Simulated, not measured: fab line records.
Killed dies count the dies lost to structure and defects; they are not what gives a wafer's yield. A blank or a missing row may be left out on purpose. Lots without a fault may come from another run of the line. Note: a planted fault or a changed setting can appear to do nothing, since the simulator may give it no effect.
fab line records	flow n5_finfet
[record] lots = 10	wafers = 28	last_day = 18
route steps=1938 shown BEOL_M0_SAQP@639 BEOL_M4@1111 PASSIVATION@1936
lots that met no fault: from a run of the same line without faults
start_h: hours from the record's first day to the start of the lot's first wafer shown	wait_h: hours elapsed since this lot's preceding step	" unchanged from the row above	L1.1+2: several wafers, shown together as one row	- either no value or no given start	* or withheld: withheld	< > ~ a bound
route shown NAME@n: a module of which the file shows steps, and the number in the route of the first	usual: average and standard deviation across the fault-free wafers	same: alike in all rows	chamber/n: place in a boat	sites: readings site by site	_std_site: standard deviation across them	_edge_site: inner sites' mean taken away from outer sites' mean	radius_mm: how far each site lies from the wafer's centre	mask NAME#n: copy n	behind: tool/chamber where the wafer was last shaped	hold: cause of the lot's hold/its duration in hours/its outcome	device: names the non-switching transistor (n, p or np)	end of line: at the end of the route, the tests of the same wafers	where a step has no rows: the recipe by itself	killed: dies that structure and defects cost at the first sort, which is not the same as the wafer's yield	map: shows each die of a wafer: x if killed, . if not, _ if none is there
set.NAME: the setting the step ran with; set.NAME@STEP: the setting that earlier step ran with	model.NAME: the simulator's own value behind a step, which no gauge read
the route's steps for a sample of lots (tables are steps, rows are wafers)
services: the hour from which a tool's chamber was out of use, counted from the record's first day as start_h (under 0 if before that day), plus the number of hours and why
[[steps]]
[step N5_BEOL_M0_SAQP_THK_MEAS_05]
[usual] thk_nm = 60.0/0.76
lot.wafer	tool	chamber	start_h	wait_h	thk_nm
L833.2	film_metro-02	-	113.47	0.1	60.7
L833.5	"	-	"	"	60.6
L833.6	"	-	"	"	61.9
L837.4	film_metro-02	-	135.24	0.0	60.7
L837.5	"	-	"	"	60.1
L837.6	"	-	"	"	61.4
L838.2	film_metro-01	-	142.65	0.1	59.8
L838.5	"	-	"	"	61.7
L838.6	"	-	"	"	61.2
L839.2	film_metro-02	-	154.47	0.1	58.9
L839.3	"	-	"	"	59.8
L839.5	"	-	"	"	60.5
L842.1	film_metro-02	-	177.85	0.1	59.4
L842.6	"	-	"	"	60.5
L843.1	film_metro-01	-	181.65	0.1	59.9
L843.3	"	-	"	"	59.7
L849.1	film_metro-01	-	213.49	0.1	59.8
L849.3	"	-	"	"	60.4
L849.4	"	-	"	"	60.2
L851.1	film_metro-01	-	222.00	0.1	58.7
L851.3	"	-	"	"	59.2
L851.6	"	-	"	"	61.2
L854.1	film_metro-02	-	240.42	0.1	58.9
L854.3	"	-	"	"	60.0
L854.4	"	-	"	"	60.9
L855.1	film_metro-01	-	250.20	0.1	59.6
L855.2	"	-	"	"	60.9
L855.5	"	-	"	"	60.4
[step N5_BEOL_M0_SAQP_ETCH_83]
[recipe] chemistry = CF4	target = SiARC	target_depth_a = 390	mask_material = CAR-ArF	time_s = 65	ion_energy_ev = 80	pressure_mtorr = 40	source_w = 545	bias_w = 36	Ar_flow_sccm = 100	cf4_flow_sccm = 100	ends = cleared
[usual] drypump_motor_current_A = 5.6/0.46	etch_rf_on_time_s = 65.3/1.5	oes_product_au = 0.66/0.072	rf_vpp_V = 183.9/1.2	showerhead_plenum_p_Torr = 2.12/0.061	throttle_valve_pct = 15.65/0.27
lot.wafer	tool	chamber	start_h	wait_h	drypump_motor_current_A	etch_rf_on_time_s	oes_product_au	rf_hours_counter_h	rf_vpp_V	showerhead_plenum_p_Torr	throttle_valve_pct
L833.2	rie_diel-06	0	114.10	0.0	6.4	65.9	0.70	61	185.5	2.16	15.27
L833.5	"	0	"	"	6.4	65.8	0.69	-	184.4	2.16	15.28
L833.6	"	3	"	"	5.0	66.5	0.59	-	185.3	2.18	15.74
L837.4	rie_diel-06	2	135.94	0.0	5.6	66.1	0.60	-	183.3	2.14	15.69
L837.5	"	1	"	"	5.8	62.9	0.67	-	183.3	2.07	15.88
L837.6	"	0	"	"	6.4	66.6	0.69	-	183.8	2.16	15.30
L838.2	rie_diel-06	1	143.13	0.0	5.8	63.5	0.67	148	184.1	2.07	15.87
L838.5	"	3	"	"	5.0	64.7	0.86	-	185.6	2.18	15.20
L838.6	"	2	"	"	5.6	66.9	0.60	-	183.4	2.14	15.69
L839.2	rie_diel-06	3	155.11	0.0	5.0	64.8	0.84	3	184.3	2.18	15.21
L839.3	"	2	"	"	5.7	129.0	0.49	194	182.3	2.13	15.68
L839.5	"	0	"	"	6.4	66.4	0.68	-	184.5	2.15	15.30
L842.1	rie_diel-06	3	178.45	0.0	5.0	65.4	0.81	9	184.2	2.18	15.21
L842.6	"	3	"	"	5.0	126.0	0.67	-	186.0	2.18	15.21
L843.1	rie_diel-06	1	182.40	0.0	5.8	63.1	0.67	158	181.7	2.07	15.91
L843.3	"	2	"	"	5.7	128.5	0.48	202	183.1	2.13	15.72
L849.1	rie_diel-03	2	214.10	0.0	5.2	65.9	0.61	187	185.8	2.22	15.89
L849.3	"	3	"	"	5.7	66.1	0.63	165	183.6	2.05	16.05
L849.4	"	1	"	"	5.6	65.6	0.61	201	184.9	2.11	15.56
L851.1	rie_diel-03	3	222.63	0.0	5.7	66.1	0.63	168	182.5	2.05	16.04
L851.3	"	2	"	"	5.1	66.1	0.61	189	186.2	2.22	15.90
L851.6	"	0	"	"	5.7	67.3	0.63	-	180.9	1.98	15.67
L854.1	rie_diel-03	1	240.90	0.0	5.5	65.1	0.61	210	183.6	2.11	15.55
L854.3	"	3	"	"	5.7	66.5	0.63	174	183.3	2.05	16.06
L854.4	"	0	"	"	5.7	67.1	0.63	152	183.0	1.98	15.68
L855.1	rie_diel-04	1	250.81	0.0	5.5	61.6	0.80	24	184.2	2.19	15.81
L855.2	"	2	"	"	4.8	64.5	0.73	54	185.1	2.09	15.38
L855.5	"	1	"	"	5.5	62.2	0.80	-	184.5	2.19	15.82
[step N5_BEOL_M0_SAQP_HM_OPEN_112]
[recipe] chemistry = CHF3/O2	target = SiO2	stop_on = a-Si	target_depth_a = 120	over_etch_frac = 1.25	mask_material = SOC	time_s = 13.5	pressure_mtorr = 30	source_w = 650	bias_w = 170	Ar_flow_sccm = 200	CHF3_flow_sccm = 50	O2_flow_sccm = 5	ion_energy_ev = 200	ends = end_point
[usual] drypump_motor_current_A = 5.6/0.46	oes_ar_750_au = 0.78/0.08	oes_product_au = 0.51/0.052	rf_vpp_V = 522/8.6	showerhead_plenum_p_Torr = 2.38/0.07	throttle_valve_pct = 18.86/0.23
lot.wafer	tool	chamber	start_h	wait_h	drypump_motor_current_A	oes_ar_750_au	oes_product_au	rf_hours_counter_h	rf_vpp_V	showerhead_plenum_p_Torr	throttle_valve_pct
L833.2	rie_diel-06	0	114.26	0.0	6.4	0.81	0.54	61	525	2.44	18.52
L833.5	"	0	"	"	6.4	0.82	0.54	-	526	2.44	18.52
L833.6	"	3	"	"	5.0	0.70	0.47	-	511	2.46	18.89
L837.4	rie_diel-06	2	136.10	0.0	5.7	0.70	0.46	-	522	2.40	18.90
L837.5	"	1	"	"	5.8	0.78	0.51	-	516	2.33	19.13
L837.6	"	0	"	"	6.4	0.81	0.53	-	527	2.43	18.55
L838.2	rie_diel-06	1	143.29	0.0	5.8	0.78	0.50	148	517	2.33	19.13
L838.5	"	3	"	"	5.1	1.00	0.65	-	509	2.45	18.43
L838.6	"	2	"	"	5.7	0.70	0.46	-	521	2.40	18.90
L839.2	rie_diel-06	3	155.27	0.0	5.0	0.96	0.64	3	511	2.45	18.44
L839.3	"	2	"	"	5.7	0.70	0.46	194	522	2.40	18.90
L839.5	"	0	"	"	6.4	0.80	0.53	-	526	2.43	18.55
L842.1	rie_diel-06	3	178.61	0.0	5.0	0.94	0.61	10	511	2.45	18.46
L842.6	"	3	"	"	5.0	0.94	0.63	-	510	2.45	18.44
L843.1	rie_diel-06	1	182.56	0.0	5.8	0.78	0.50	158	518	2.33	19.15
L843.3	"	2	"	"	5.7	0.69	0.46	202	523	2.40	18.88
L849.1	rie_diel-03	2	214.26	0.0	5.1	0.72	0.47	187	528	2.49	19.05
L849.3	"	3	"	"	5.7	0.74	0.48	165	517	2.29	19.14
L849.4	"	1	"	"	5.6	0.70	0.46	201	540	2.37	18.72
L851.1	rie_diel-03	3	222.79	0.0	5.7	0.74	0.48	168	517	2.29	19.16
L851.3	"	2	"	"	5.1	0.72	0.47	189	526	2.49	19.07
L851.6	"	0	"	"	5.7	0.73	0.48	-	521	2.23	18.94
L854.1	rie_diel-03	1	241.06	0.0	5.6	0.69	0.47	210	538	2.37	18.74
L854.3	"	3	"	"	5.7	0.73	0.48	174	517	2.29	19.16
L854.4	"	0	"	"	5.7	0.73	0.49	152	519	2.23	18.95
L855.1	rie_diel-04	1	250.97	0.0	5.5	0.92	0.59	24	526	2.44	19.00
L855.2	"	2	"	"	4.8	0.86	0.55	54	513	2.36	18.69
L855.5	"	1	"	"	5.5	0.93	0.60	-	524	2.44	18.99
[step N5_BEOL_M0_SAQP_SPACER1_ALD_98]
[recipe] material = SiO2	target_thk_a = 128	temp_c = 300	ald_precursor_family = BDEAS	ald_co_reactant = O2-plasma	pulse_time_s = 1	purge_time_s = 2	co_reactant_purge_time_s = 2	ald_cycles = 138	pressure_torr = 2
[usual] heater_power_w = 482/49	precursor_pulse_height_rel = 0.999/0.018
lot.wafer	tool	chamber	start_h	wait_h	heater_power_w	precursor_pulse_height_rel
L833.2	ald_sin-02	3	115.09	0.3	489	0.995
L833.5	"	1	"	"	483	0.992
L833.6	"	0	"	"	555	0.982
L837.4	ald_sin-02	1	137.14	0.4	479	0.983
L837.5	"	2	"	"	472	0.990
L837.6	"	1	"	"	481	0.998
L838.2	ald_sin-03	1	144.15	0.4	529	1.023
L838.5	"	3	"	"	469	0.981
L838.6	"	0	"	"	444	0.999
L839.2	ald_sin-03	1	155.96	0.3	539	0.981
L839.3	"	0	"	"	452	0.999
L839.5	"	2	"	"	450	1.020
L842.1	ald_sin-02	0	180.35	1.3	564	1.005
L842.6	"	1	"	"	484	0.995
L843.1	ald_sin-02	2	185.78	2.3	463	0.969
L843.3	"	0	"	"	567	1.031
L849.1	ald_sin-02	3	214.95	0.3	477	1.018
L849.3	"	1	"	"	480	1.001
L849.4	"	0	"	"	564	1.003
L851.1	ald_sin-02	2	223.77	0.4	473	1.020
L851.3	"	3	"	"	499	0.990
L851.6	"	2	"	"	475	0.991
L854.1	ald_sin-04	3	241.87	0.3	458	0.978
L854.3	"	2	"	"	421	0.979
L854.4	"	1	"	"	430	0.990
L855.1	ald_sin-04	0	252.10	0.7	574	1.023
L855.2	"	1	"	"	413	1.010
L855.5	"	0	"	"	583	1.028
[step N5_BEOL_M4_RC_MEAS_101]
[usual] DIBL_N = 35.9/1.7	DIBL_P = 35.8/2.2	IOFF_N = 0.15/0.03	IOFF_P = 0.21/0.036	ION_N = 674/12	ION_P = 463/7.2	SS_N = 71.3/0.59	SS_P = 73.1/0.69	VT_N = 250/3	VT_P = -251/3.2
lot.wafer	tool	chamber	start_h	wait_h	DIBL_N[mV/V]	DIBL_P[mV/V]	IOFF_N[nA/um]	IOFF_P[nA/um]	ION_N[uA/um]	ION_P[uA/um]	SS_N[mV/dec]	SS_P[mV/dec]	VT_N[mV]	VT_P[mV]
L833.2	prober-01	0	175.45	0.2	37.5	37.2	0.17	0.22	684	464	71.0	73.8	247	-250
L833.5	"	0	"	"	36.1	35.1	0.15	0.18	672	462	70.5	73.2	250	-251
L833.6	"	0	"	"	36.9	35.8	0.16	0.20	664	461	70.1	72.9	248	-253
L837.4	prober-02	0	186.36	0.5	34.0	33.5	0.12	0.19	662	460	70.9	72.6	253	-251
L837.5	"	0	"	"	36.1	35.7	0.16	0.22	679	470	70.9	72.7	248	-248
L837.6	"	0	"	"	35.6	35.3	0.13	0.20	662	464	70.7	72.9	252	-249
L838.2	prober-02	0	210.04	0.2	36.5	36.2	0.16	0.21	676	465	71.3	72.6	249	-251
L838.5	"	0	"	"	37.8	37.1	0.18	0.23	693	464	71.6	72.4	246	-248
L838.6	"	0	"	"	38.6	38.2	0.20	0.25	684	471	72.5	73.0	246	-247
L839.2	prober-02	0	216.58	0.2	38.4	39.9	0.20	0.26	693	472	72.1	73.9	245	-249
L839.3	"	0	"	"	38.3	39.9	0.21	0.27	683	473	71.8	74.4	247	-249
L839.5	"	0	"	"	38.0	38.8	0.19	0.23	677	461	71.3	73.3	248	-249
L842.1	prober-02	0	240.21	0.0	33.3	32.4	0.10	0.14	656	457	70.1	71.9	252	-255
L842.6	"	0	"	"	34.9	33.7	0.12	0.15	649	447	70.9	72.8	253	-258
L843.1	prober-02	0	244.15	0.0	38.6	34.8	0.18	0.21	667	458	72.4	72.8	251	-249
L843.3	"	0	"	"	36.4	34.9	0.14	0.20	674	463	71.1	73.5	251	-250
L849.1	prober-01	0	271.59	0.0	32.6	32.8	0.12	0.17	659	464	70.5	71.4	253	-250
L849.3	"	0	"	"	34.0	34.3	0.14	0.19	673	467	70.6	72.4	252	-250
L849.4	"	0	"	"	33.3	33.3	0.12	0.17	674	463	70.7	71.8	251	-251
L851.1	prober-01	0	292.19	0.0	33.5	33.8	0.13	0.19	670	464	70.4	72.4	250	-248
L851.3	"	0	"	"	32.6	31.7	0.11	0.17	645	447	70.0	72.1	252	-251
L851.6	"	0	"	"	36.3	35.8	0.17	0.22	681	468	71.0	73.4	251	-248
L854.1	prober-02	0	310.02	0.0	35.8	36.1	0.15	0.21	673	461	71.4	73.9	248	-251
L854.3	"	0	"	"	37.6	38.6	0.19	0.25	686	467	72.0	74.6	246	-249
L854.4	"	0	"	"	34.1	33.2	0.12	0.16	665	455	70.5	72.6	255	-251
L855.1	prober-02	0	315.37	0.0	33.7	34.0	0.11	0.16	667	464	70.3	72.1	256	-255
L855.2	"	0	"	"	36.1	36.2	0.14	0.18	675	457	71.2	73.5	254	-251
L855.5	"	0	"	"	34.0	34.3	0.11	0.15	658	457	70.8	72.1	255	-255
[step N5_PASSIVATION_PROBE_49]
[usual] defect_limited_yield = 91.0/1.5	killed_at_M0_to_M3 = 35/12	killed_at_M4_up = 15/5.8	killed_at_contacts = 14/7.2	killed_at_front_end = 40/10	killed_at_other = 3/3	killed_dies = 106/18	killed_open = 68/14	killed_short = 35/7.2	sort_bin_5_function = 5.2/0.96	sort_bin_6_memory = 3.3/0.69	sort_bin_8_speed = 0.00/0.022	sort_n_pass = 1074/18	sort_yield_pct = 91.0/1.5
[same] gross_dies = 1180	killed_at_back_side = 0	sort_bin_4_leakage[%] = 0
lot.wafer	tool	chamber	start_h	wait_h	defect_limited_yield[%]	killed_at_M0_to_M3	killed_at_M4_up	killed_at_contacts	killed_at_front_end	killed_at_other	killed_dies	killed_open	killed_short	sort_bin_5_function[%]	sort_bin_6_memory[%]	sort_bin_8_speed[%]	sort_n_pass	sort_yield_pct[%]
L837.4	prober-01	-	293.27	0.3	90.5	47	8	17	38	2	112	64	40	5.2	3.2	0	1068	90.5
L837.5	prober-01	-	293.32	0.3	89.8	47	5	23	44	1	120	66	42	5.0	3.8	0	1060	89.8
L837.6	prober-01	-	293.37	0.4	89.9	61	7	9	37	5	119	65	50	5.4	4.3	0	1061	89.9
L833.2	prober-02	-	298.68	0.1	91.3	33	11	7	46	6	103	74	29	5.6	2.8	0	1077	91.3
L833.5	prober-02	-	298.83	0.2	91.8	32	8	13	43	1	97	66	30	4.5	3.5	0	1083	91.8
L833.6	prober-02	-	298.88	0.3	91.8	20	8	6	55	8	97	63	30	5.4	2.5	0	1083	91.8
L838.2	prober-01	-	308.31	0.1	88.3	69	15	19	33	2	138	89	47	6.9	3.9	0	1042	88.3
L838.5	prober-01	-	308.46	0.2	89.9	41	23	23	32	0	119	85	32	6.5	3.6	0	1061	89.9
L838.6	prober-01	-	308.51	0.3	89.8	44	27	13	36	0	120	80	36	5.6	3.8	0	1060	89.8
L839.2	prober-01	-	315.33	0.1	92.3	33	8	10	28	12	91	48	40	4.2	3.3	0	1089	92.3
L839.3	prober-01	-	315.38	0.1	93.5	26	14	3	33	1	77	49	26	3.9	2.5	0	1103	93.5
L839.5	prober-01	-	315.48	0.2	92.8	33	12	7	31	2	85	46	36	4.1	2.5	0	1095	92.8
L842.1	prober-02	-	336.24	0.0	91.2	36	16	18	34	0	104	79	21	4.7	3.9	0	1076	91.2
L842.6	prober-02	-	336.49	0.3	90.9	34	10	14	45	4	107	68	36	5.1	3.6	0	1073	90.9
L843.1	prober-02	-	354.85	0.0	90.3	29	11	25	46	3	114	72	40	5.8	3.6	0	1066	90.3
L843.3	prober-02	-	354.95	0.1	89.8	30	16	18	54	2	120	74	43	6.0	3.9	0	1060	89.8
L849.1	prober-02	-	378.05	0.0	91.8	46	13	4	31	3	97	58	36	5.1	2.9	0	1083	91.8
L849.3	prober-02	-	378.15	0.1	92.9	34	9	3	38	0	84	43	38	3.9	2.8	0	1096	92.9
L849.4	prober-02	-	378.20	0.2	92.6	43	10	5	25	4	87	50	37	4.9	2.3	0	1093	92.6
L851.1	prober-02	-	385.75	0.0	89.5	37	26	19	38	4	124	80	41	6.4	4.0	0	1056	89.5
L851.3	prober-02	-	385.85	0.1	90.3	36	14	17	47	0	114	68	40	5.5	3.1	0.25	1063	90.1
L851.6	prober-02	-	386.00	0.3	89.7	39	21	10	51	0	121	85	28	5.3	4.2	0	1059	89.7
L854.1	prober-02	-	413.96	0.3	89.7	31	19	17	52	2	121	82	38	6.2	3.7	0	1059	89.7
L854.3	prober-02	-	414.06	0.4	91.1	14	21	20	45	5	105	67	34	5.3	3.1	0	1075	91.1
L854.4	prober-02	-	414.11	0.5	89.4	26	13	30	51	5	125	83	40	5.8	4.3	0	1055	89.4
L855.1	prober-02	-	424.96	0.0	91.7	23	7	10	43	15	98	65	33	4.9	3.1	0	1082	91.7
L855.2	prober-02	-	425.01	0.1	88.8	32	18	11	62	9	132	96	35	7.1	3.9	0	1048	88.8
L855.5	prober-02	-	425.16	0.2	88.6	37	15	9	62	11	134	89	43	6.4	4.5	0	1046	88.6
// killed by level:class
L837.4 BEOL_M0_SAQP:geometric_particle:open=16 BEOL_M0_SAQP:geometric_particle:short=15 MOL_CONTACT_COAG:geometric_particle:open=12 FIN_SAQP:geometric_particle:open=7 HKMG_FIN:area_etch=7 FIN_SAQP:geometric_particle:short=6 MOL_CONTACT_COAG:geometric_particle:short=5 STARTING-WAFER:geometric_particle:open=5
L837.5 MOL_CONTACT_COAG:geometric_particle:open=20 BEOL_M0_SAQP:geometric_particle:open=17 BEOL_M0_SAQP:geometric_particle:short=17 HKMG_FIN:area_etch=9 DUMMY_GATE:geometric_particle:open=6 FIN_SAQP:geometric_particle:open=5 DUMMY_GATE:geometric_particle:short=5 FIN_SAQP:geometric_particle:short=4
L837.6 BEOL_M0_SAQP:geometric_particle:open=17 BEOL_M0_SAQP:geometric_particle:short=13 FIN_SAQP:geometric_particle:short=9 BEOL_M2:geometric_particle:open=9 MOL_CONTACT_COAG:geometric_particle:open=7 BEOL_M1:geometric_particle:open=7 ILD0:geometric_particle:short=5 BEOL_M2:geometric_particle:short=5
L833.2 STI_FIN_REVEAL:geometric_particle:open=14 FIN_SAQP:geometric_particle:open=8 BEOL_M0_SAQP:geometric_particle:short=8 BEOL_M2:geometric_particle:open=7 MOL_CONTACT_COAG:geometric_particle:open=6 BEOL_M0_SAQP:geometric_particle:open=6 BEOL_M1:geometric_particle:open=6 BEOL_M5:geometric_particle:open=5
L833.5 BEOL_M2:geometric_particle:open=12 MOL_CONTACT_COAG:geometric_particle:open=9 STI_FIN_REVEAL:geometric_particle:open=8 BEOL_M3:geometric_particle:open=6 FIN_SAQP:geometric_particle:open=5 FIN_SAQP:geometric_particle:short=5 BEOL_M0_SAQP:geometric_particle:short=5 DUMMY_GATE:geometric_particle:open=4
L833.6 STI_FIN_REVEAL:geometric_particle:open=19 FIN_SAQP:geometric_particle:short=7 BEOL_M2:geometric_particle:open=6 BEOL_M0_SAQP:geometric_particle:open=5 MOL_CONTACT_COAG:geometric_particle:open=5 BEOL_M3:geometric_particle:open=5 MIM_TOP_ETCH:geometric_particle:open=5 STI_FIN_REVEAL:geometric_particle:short=4
L838.2 BEOL_M0_SAQP:geometric_particle:open=16 MOL_CONTACT_COAG:geometric_particle:open=16 BEOL_M0_SAQP:geometric_particle:short=15 BEOL_M2:geometric_particle:open=13 FIN_SAQP:geometric_particle:short=8 DUMMY_GATE:geometric_particle:open=8 BEOL_M3:geometric_particle:open=8 BEOL_M1:geometric_particle:open=7
L838.5 MOL_CONTACT_COAG:geometric_particle:open=18 BEOL_M4:geometric_particle:open=12 STI_FIN_REVEAL:geometric_particle:open=9 BEOL_M1:geometric_particle:open=9 BEOL_M2:geometric_particle:open=9 BEOL_M0_SAQP:geometric_particle:open=8 FIN_SAQP:geometric_particle:open=6 BEOL_M0_SAQP:geometric_particle:short=6
L838.6 BEOL_M4:geometric_particle:open=14 MOL_CONTACT_COAG:geometric_particle:open=13 BEOL_M0_SAQP:geometric_particle:open=13 STI_FIN_REVEAL:geometric_particle:open=11 BEOL_M0_SAQP:geometric_particle:short=8 BEOL_M1:geometric_particle:open=6 STI_FIN_REVEAL:geometric_particle:short=5 BEOL_M4:geometric_particle:short=5
L839.2 BEOL_M0_SAQP:geometric_particle:short=10 STI_FIN_REVEAL:geometric_particle:open=9 FIN_SAQP:geometric_particle:open=6 MOL_CONTACT_COAG:geometric_particle:open=6 PASS1_CAP:geometric_particle:short=6 BEOL_M3:geometric_particle:short=5 MOL_CONTACT_COAG:geometric_particle:short=4 BEOL_M0_SAQP:geometric_particle:open=4
L839.3 BEOL_M2:geometric_particle:open=7 FIN_SAQP:geometric_particle:short=6 BEOL_M0_SAQP:geometric_particle:open=6 BEOL_M0_SAQP:geometric_particle:short=6 STI_FIN_REVEAL:geometric_particle:open=5 STI_FIN_REVEAL:geometric_particle:short=5 BEOL_M4:geometric_particle:open=4 DUMMY_GATE:geometric_particle:open=3
L839.5 BEOL_M0_SAQP:geometric_particle:short=11 MOL_CONTACT_COAG:geometric_particle:open=7 BEOL_M1:geometric_particle:short=7 BEOL_M1:geometric_particle:open=6 BEOL_M5:geometric_particle:open=5 FIN_SAQP:geometric_particle:open=4 DUMMY_GATE:geometric_particle:open=4 BEOL_M0_SAQP:geometric_particle:open=4
L842.1 MOL_CONTACT_COAG:geometric_particle:open=13 FIN_SAQP:geometric_particle:open=9 BEOL_M1:geometric_particle:open=9 DUMMY_GATE:geometric_particle:open=7 BEOL_M0:geometric_particle:open=7 BEOL_M0_SAQP:geometric_particle:short=6 BEOL_M0_SAQP:geometric_particle:open=5 BEOL_M5:geometric_particle:open=4
L842.6 FIN_SAQP:geometric_particle:short=15 MOL_CONTACT_COAG:geometric_particle:open=11 FIN_SAQP:geometric_particle:open=8 BEOL_M0:geometric_particle:open=7 BEOL_M1:geometric_particle:open=6 BEOL_M2:geometric_particle:open=6 STI_FIN_REVEAL:geometric_particle:open=4 BEOL_M0_SAQP:geometric_particle:short=4
L843.1 MOL_CONTACT_COAG:geometric_particle:open=20 BEOL_M2:geometric_particle:open=11 FIN_SAQP:geometric_particle:open=9 BEOL_M1:geometric_particle:short=7 SPACER0:geometric_particle:short=6 STI_FIN_REVEAL:geometric_particle:open=5 MOL_CONTACT_COAG:geometric_particle:short=5 STARTING-WAFER:geometric_particle:open=5
L843.3 FIN_SAQP:geometric_particle:open=14 MOL_CONTACT_COAG:geometric_particle:open=13 STI_FIN_REVEAL:geometric_particle:open=10 BEOL_M0_SAQP:geometric_particle:short=8 FIN_SAQP:geometric_particle:short=6 STARTING-WAFER:geometric_particle:short=6 BEOL_M0_SAQP:geometric_particle:open=5 BEOL_M8:geometric_particle:open=5
L849.1 BEOL_M1:geometric_particle:open=11 BEOL_M3:geometric_particle:open=11 BEOL_M0_SAQP:geometric_particle:short=9 BEOL_M0_SAQP:geometric_particle:open=5 FIN_SAQP:geometric_particle:open=4 MOL_CONTACT_COAG:geometric_particle:open=4 BEOL_M4:geometric_particle:open=4 STARTING-WAFER:geometric_particle:open=4
L849.3 FIN_SAQP:geometric_particle:short=13 FIN_SAQP:geometric_particle:open=10 BEOL_M0_SAQP:geometric_particle:short=9 BEOL_M3:geometric_particle:open=9 BEOL_M1:geometric_particle:open=4 STARTING-WAFER:geometric_particle:short=4 ILD0:geometric_particle:short=3 GATE_CUT:geometric_particle:short=3
L849.4 FIN_SAQP:geometric_particle:short=11 BEOL_M3:geometric_particle:open=10 BEOL_M0_SAQP:geometric_particle:open=8 BEOL_M0_SAQP:geometric_particle:short=7 BEOL_M1:geometric_particle:open=7 MOL_CONTACT_COAG:geometric_particle:open=5 GATE_CUT:geometric_particle:short=4 BEOL_M0:geometric_particle:short=4
L851.1 MOL_CONTACT_COAG:geometric_particle:open=12 BEOL_M4:geometric_particle:open=12 FIN_SAQP:geometric_particle:short=9 FIN_SAQP:geometric_particle:open=9 BEOL_M3:geometric_particle:open=8 MOL_CONTACT_COAG:geometric_particle:short=7 BEOL_M2:geometric_particle:open=7 STI_FIN_REVEAL:geometric_particle:open=6
L851.3 MOL_CONTACT_COAG:geometric_particle:open=16 BEOL_M0_SAQP:geometric_particle:short=14 FIN_SAQP:geometric_particle:short=10 FIN_SAQP:geometric_particle:open=10 BEOL_M2:geometric_particle:open=10 GATE_CUT:geometric_particle:short=9 STI_FIN_REVEAL:geometric_particle:open=7 BEOL_M4:geometric_particle:open=6
L851.6 FIN_SAQP:geometric_particle:open=21 BEOL_M4:geometric_particle:open=15 BEOL_M2:geometric_particle:open=10 STI_FIN_REVEAL:geometric_particle:open=8 MOL_CONTACT_COAG:geometric_particle:open=8 BEOL_M0_SAQP:geometric_particle:open=8 BEOL_M0_SAQP:geometric_particle:short=8 FIN_SAQP:geometric_particle:short=7
L854.1 MOL_CONTACT_COAG:geometric_particle:open=16 STI_FIN_REVEAL:geometric_particle:open=12 BEOL_M0_SAQP:geometric_particle:short=10 FIN_SAQP:geometric_particle:open=9 FIN_SAQP:geometric_particle:short=9 BEOL_M0_SAQP:geometric_particle:open=9 DUMMY_GATE:geometric_particle:open=5 STARTING-WAFER:geometric_particle:open=5
L854.3 MOL_CONTACT_COAG:geometric_particle:open=17 STI_FIN_REVEAL:geometric_particle:open=15 BEOL_M4:geometric_particle:open=11 BEOL_M4:geometric_particle:short=5 FIN_SAQP:geometric_particle:open=4 STI_FIN_REVEAL:geometric_particle:short=4 GATE_CUT:geometric_particle:short=4 BEOL_M0_SAQP:geometric_particle:short=4
L854.4 MOL_CONTACT_COAG:geometric_particle:open=20 STI_FIN_REVEAL:geometric_particle:open=16 BEOL_M0_SAQP:geometric_particle:open=12 MOL_CONTACT_COAG:geometric_particle:short=10 BEOL_M0_SAQP:geometric_particle:short=8 BEOL_M4:geometric_particle:open=7 FIN_SAQP:geometric_particle:open=5 DUMMY_GATE:geometric_particle:open=5
L855.1 STI_FIN_REVEAL:geometric_particle:open=11 MOL_CONTACT_COAG:geometric_particle:open=8 FIN_SAQP:geometric_particle:short=7 FIN_SAQP:geometric_particle:open=6 GATE_CUT:geometric_particle:short=5 BEOL_M0_SAQP:geometric_particle:open=5 BEOL_M2:geometric_particle:open=5 GATE_CUT:geometric_particle:open=3
L855.2 STI_FIN_REVEAL:geometric_particle:open=18 FIN_SAQP:geometric_particle:open=12 BEOL_M4:geometric_particle:open=11 BEOL_M2:geometric_particle:open=10 BEOL_M0_SAQP:geometric_particle:open=9 MOL_CONTACT_COAG:geometric_particle:open=9 BEOL_M0_SAQP:geometric_particle:short=7 FIN_SAQP:geometric_particle:short=5
L855.5 STI_FIN_REVEAL:geometric_particle:open=19 BEOL_M3:geometric_particle:open=10 BEOL_M2:geometric_particle:open=9 FIN_SAQP:geometric_particle:short=8 BEOL_M4:geometric_particle:open=8 BEOL_M0_SAQP:geometric_particle:open=8 FIN_SAQP:geometric_particle:open=7 GATE_CUT:geometric_particle:short=6
[[services]]
tool	chamber	start_h	hours	kind
ald_sin-02	0	99.82	-	clean
ald_sin-02	1	99.82	-	clean
ald_sin-02	2	99.82	-	clean
ald_sin-02	3	99.82	-	clean
rie_diel-03	1	101.96	13.8	repair
rie_diel-06	3	124.83	-	clean
rie_diel-06	3	124.83	-	consumable_replace:focus_ring
rie_diel-06	3	124.83	16.8	scheduled_down
rie_diel-06	3	124.83	16.8	vent_cycle
rie_diel-04	3	133.22	25.4	repair
rie_diel-04	-	156.34	0.4	repair
rie_diel-04	1	158.58	-	clean
rie_diel-04	1	158.58	-	consumable_replace:focus_ring
rie_diel-04	1	158.58	11.0	scheduled_down
rie_diel-03	0	159.43	22.4	repair
rie_diel-06	-	162.87	1.0	repair
rie_diel-06	1	168.49	4.1	repair
ald_sin-03	2	175.94	10.6	repair
ald_sin-03	-	176.75	14.0	pm
rie_diel-03	0	188.15	20.7	repair
ald_sin-04	0	204.08	6.1	repair
ald_sin-03	-	204.91	6.1	pm
ald_sin-02	-	210.48	4.3	pm
ald_sin-03	3	227.45	4.1	repair
[[key]]
[first_sign] step = N5_BEOL_M0_SAQP_ETCH_83	reading = etch_rf_on_time_s	direction = up	sigmas = 42	usual = *	struck = *
effect none on later readings
met_at N5_BEOL_M0_SAQP_ETCH_83
struck_lots L839,L842,L843
struck_wafers L839.3,L842.6,L843.3
not_acting_at N5_BEOL_M0_SAQP_THK_MEAS_05,N5_BEOL_M0_SAQP_HM_OPEN_112,N5_BEOL_M0_SAQP_SPACER1_ALD_98
onset_between 143.13 155.11
[fault] kind = process_parameter_drift	tool = rie_diel-06	chamber = -	onset_h = 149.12	steps = N5_BEOL_M0_SAQP_ETCH_83	channel = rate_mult	offset = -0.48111	shape = step	end_h = 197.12	scope = struck_wafers_only
